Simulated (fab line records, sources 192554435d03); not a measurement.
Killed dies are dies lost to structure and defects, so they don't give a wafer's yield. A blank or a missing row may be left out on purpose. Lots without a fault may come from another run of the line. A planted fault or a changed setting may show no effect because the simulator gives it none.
Split-lot experiment | flow n5_finfet | 7 lots, 21 wafers read, on a route of 1938 steps

THE SPLIT
At N5_BEOL_M8_ETCH_62 (etches SOC in N2/H2, target depth 110 nm, overetch 22 nm, time 165 s), the setting source_w was moved away from the recipe's 840 W on 2 of the 21 wafers read, by -12.5% to +10.2%. The other wafers ran this setting at the recipe's value.

The reading is taken at the split's own step.

THE READING
rf_vpp_V, in V, at N5_BEOL_M8_ETCH_62 (etches SOC in N2/H2, target depth 110 nm, overetch 22 nm, time 165 s). Fault-free wafers of this fab line usually give 524.0 V, standard deviation 1.7 V.

wafer  | tool, chamber at the split | source_w as run, W | against the recipe | rf_vpp_V, V | against lot-mates on the recipe
L077.1 | rie_diel-04, 2             | 840                | recipe             | 525.3       | -
L077.2 | rie_diel-04, 3             | 925.5              | +10.2%             | 507.6       | -16.4
L077.5 | rie_diel-04, 0             | 840                | recipe             | 522.6       | -
L079.4 | rie_diel-02, 0             | 840                | recipe             | 524.4       | -
L079.5 | rie_diel-02, 3             | 840                | recipe             | 523.4       | -
L079.6 | rie_diel-02, 2             | 840                | recipe             | 526.1       | -
L082.1 | rie_diel-04, 1             | 840                | recipe             | 524.4       | -
L082.4 | rie_diel-04, 0             | 840                | recipe             | 522.6       | -
L082.5 | rie_diel-04, 2             | 840                | recipe             | 525.1       | -
L086.1 | rie_diel-04, 1             | 840                | recipe             | 523.9       | -
L086.3 | rie_diel-04, 0             | 840                | recipe             | 523.1       | -
L086.5 | rie_diel-04, 0             | 840                | recipe             | 522.3       | -
L087.2 | rie_diel-04, 3             | 735                | -12.5%             | 548.7       | +26.2
L087.3 | rie_diel-04, 0             | 840                | recipe             | 522.0       | -
L087.5 | rie_diel-04, 2             | 840                | recipe             | 523.0       | -
L093.1 | rie_diel-02, 1             | 840                | recipe             | 522.1       | -
L093.5 | rie_diel-02, 1             | 840                | recipe             | 524.3       | -
L093.6 | rie_diel-02, 2             | 840                | recipe             | 524.8       | -
L097.1 | rie_diel-01, 0             | 840                | recipe             | 521.1       | -
L097.4 | rie_diel-01, 2             | 840                | recipe             | 520.6       | -
L097.6 | rie_diel-01, 0             | 840                | recipe             | 520.8       | -

THE FIT
A straight line over all 21 wafers: rf_vpp_V changes by -1.83 V for each +1% of source_w; r = -0.97; the points scatter about the line by 1.8 V.
The same after taking each lot's own level away (the mean of its wafers on the recipe; 21 wafers): -1.9 V for each +1%; r = -0.98; scatter 1.3 V.
On that fit, the largest move of source_w shifts the reading by 24 V.
The lots' own levels span 520.83 to 524.63 V, that is 2.2 times the standard deviation above.
So the lot-to-lot level changes the slope little: the two slopes agree.
Check: with one of the wafers moved furthest among these (-12.5%) left out of the fit, the line predicts +20.1 V for it against its lot-mates. It came out at +26.2 V against them.
Tool readings at the split's step, against how far the setting was moved: rf_vpp_V r = -0.97.

OTHER SPLITS ON THESE WAFERS
These wafers also went through other splits before the reading. Each is held against what the fit with the lots' levels taken away leaves over:
other split on the same wafers | wafers away from the commonest value | r with rf_vpp_V (lot level and that fit taken away)
N5_BEOL_M7_ILD_DEP_00 time_s   | 5                                    | -0.24
N5_BEOL_M7_COAT_05 spin_rpm    | 5                                    | +0.17
N5_BEOL_M8_ILD_DEP_00 time_s   | 3                                    | +0.11
N5_BEOL_M8_PECVD_70 temp_c     | 7                                    | -0.14

THE FILE'S OWN FIT
rf_vpp_V changes by -1.9 V for each +1% of source_w, r = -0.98.
